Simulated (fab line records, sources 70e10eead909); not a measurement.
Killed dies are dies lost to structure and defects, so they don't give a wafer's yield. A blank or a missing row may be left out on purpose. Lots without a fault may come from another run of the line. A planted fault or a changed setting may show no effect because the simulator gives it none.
Which tool did it? | flow nand_harc | 6 lots, 17 wafers sampled, at 1 step of a route of 1302

WHAT THE GAUGES READ, wafer by wafer
NHARC_A_SIN_REMOVE_INSPECT_04.
lot  | measured     | on                | raw_defect_count
L540 | day 21 17:07 | defect_inspect-01 | 457 457 525
L544 | day 22 05:31 | defect_inspect-02 | 388 635 393
L546 | day 24 06:25 | defect_inspect-02 | 393 423
L556 | day 27 04:18 | defect_inspect-01 | 635 499 487
L554 | day 27 07:48 | defect_inspect-01 | 381 349 368
L560 | day 29 11:20 | defect_inspect-02 | 306 266 363

WHICH TOOL RAN EACH LOT (tool, then ch and the chambers of the sampled wafers, then the start)
The record holds no process step before these readings.

THE ANSWER, worked out from the rows above alone
Rule: what is usual is taken from the lots themselves. Put in order of their means at a reading, lots are off if they are a third of the lots or fewer, leave a main group of 4 or more, and stand apart from it by a gap of 3 or more times the standard deviation of the main group's means; of several such gaps the widest counts. A main group whose means are all the same, to the digits that the tables above print for the reading, isn't used. A lot without any number at a reading at which 4 lots or more have one is off too. The other lots that the step has rows for count as sound.
No lot is off at any reading shown: from this, nothing can be told.

WHAT THE SIMULATOR HAD PUT IN
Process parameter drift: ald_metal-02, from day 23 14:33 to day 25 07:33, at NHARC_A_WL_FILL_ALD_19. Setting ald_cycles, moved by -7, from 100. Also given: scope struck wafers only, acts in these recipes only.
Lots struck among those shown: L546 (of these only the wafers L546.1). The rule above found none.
